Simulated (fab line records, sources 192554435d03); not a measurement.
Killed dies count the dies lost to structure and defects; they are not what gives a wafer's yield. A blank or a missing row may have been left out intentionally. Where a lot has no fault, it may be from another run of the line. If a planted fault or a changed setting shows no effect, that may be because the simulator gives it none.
Split-lot study -- flow n5Finfet -- 21 wafers read from 7 lots, route of 1938 steps

== ABOUT THE SPLIT ==
At N5_BEOL_M11_DESCUM_16 (chemistry O2, time 7.9 s), the setting timeS was moved away from the recipe's 7.9 s on 7 of the 21 wafers read, by -20.2% to +19.3%. All remaining wafers had this setting at the recipe value.

Between the split and the reading, the file records no step.

== THE READING ==
CAR-ArF_of_BEOL_M11_COAT_05.thkNm (the simulator's own value, which no gauge read), in nm, at N5_BEOL_M11_ETCH_61 (etches SiARC in CF4, target depth 39 nm, time 65 s). No usual value for it is given in the file. Average 55.6 nm, standard deviation 0.14 nm, over the 14 wafers here run with the recipe.

wafer,"tool, chamber at the split","timeS as run, s",against the recipe,"CAR-ArF_of_BEOL_M11_COAT_05.thkNm, nm",against lot-mates on the recipe
L076.1,"rieDiel-05, 2,0",7.9,recipe,55.8,-
L076.3,"rieDiel-05, 2,0",7.9,recipe,55.6,-
L076.4,"rieDiel-05, 1",7.9,recipe,55.6,-
L086.2,"rieDiel-04, 3",7.9,recipe,55.6,-
L086.3,"rieDiel-04, 2",8.45,+7.0%,55,-0.7
L086.4,"rieDiel-04, 0",7.9,recipe,55.8,-
L087.1,"rieDiel-05, 3",7.9,recipe,55.8,-
L087.2,"rieDiel-05, 0",8.434,+6.8%,55.6,-0.2
L087.6,"rieDiel-05, 1",8.434,+6.8%,55.8,+0.0
L089.1,"rieDiel-02, 1",7.9,recipe,55.4,-
L089.4,"rieDiel-02, 3",9.428,+19.3%,54.8,-0.7
L089.5,"rieDiel-02, 2",7.9,recipe,55.6,-
L092.2,"rieDiel-05, 0,3",7.9,recipe,55.6,-
L092.3,"rieDiel-05, 1",7.9,recipe,55.8,-
L092.4,"rieDiel-05, 0,3",7.9,recipe,55.6,-
L090.2,"rieDiel-05, 1",7.9,recipe,55.6,-
L090.4,"rieDiel-05, 2",8.886,+12.5%,54.8,-0.7
L090.5,"rieDiel-05, 1",7.9,recipe,55.4,-
L094.1,"rieDiel-02, 1,3",6.307,-20.2%,56.6,+1.2
L094.5,"rieDiel-02, 1,3",6.307,-20.2%,56.6,+1.2
L094.6,"rieDiel-02, 1",7.9,recipe,55.4,-
Rows listing several chambers each stand for several wafers; the file does not say which wafer went through which chamber.

THE FIT
A straight line over all 21 wafers: CAR-ArF_of_BEOL_M11_COAT_05.thkNm changes by -0.0466 nm for each +1% of timeS; r = -0.90; the points scatter about the line by 0.2 nm.
The same after taking each lot's own level away (the mean of its wafers on the recipe; 21 wafers): -0.0521 nm for each +1%; r = -0.94; scatter 0.16 nm.
The reading moves by 1.1 nm for the largest change in timeS, on that fit.
Across the lots, their own levels run from 55.40 to 55.80 nm, a range of 2.8 times the standard deviation given above.
Thus the slope moves with the lot-to-lot level: the two fits are different.
Check: +1.03 nm against its lot-mates is what the line predicts for one of the wafers moved furthest among these (-20.2%) when that wafer is left out of the fit. Against them it came out at +1.2 nm.

== ADDITIONAL SPLITS CARRIED BY THESE WAFERS ==
Other splits were also applied to these wafers ahead of the reading. Each is held against what the fit with the lots' levels taken away leaves over:
other split on the same wafers,wafers away from the commonest value,r with CAR-ArF_of_BEOL_M11_COAT_05.thkNm (lot level and that fit taken away)
N5_BEOL_M10_TRENCH_ETCH_37 timeS,8,-0.04
N5_BEOL_M11_EXPOSE_08 doseMj,6,-0.05

== THE WHOLE CHAIN: every reading that the file lists as answering this split, in the file's order ==
step,what it does,reading,change (the file's fit),r (the file's)
N5_BEOL_M11_DESCUM_16,"chemistry O2, time 7.9 s","CAR-ArF_of_BEOL_M11_COAT_05.thkNm (the simulator's own value, which no gauge read)",-0.0516 nm for each +1% of the setting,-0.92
N5_BEOL_M11_ETCH_61,"etches SiARC in CF4, target depth 39 nm, time 65 s","CAR-ArF_of_BEOL_M11_COAT_05.thkNm (the simulator's own value, which no gauge read)",-0.0505 nm for each +1% of the setting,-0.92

== THE FILE'S OWN FIT ==
CAR-ArF_of_BEOL_M11_COAT_05.thkNm changes by -0.0505 nm for each +1% of timeS, r = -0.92.
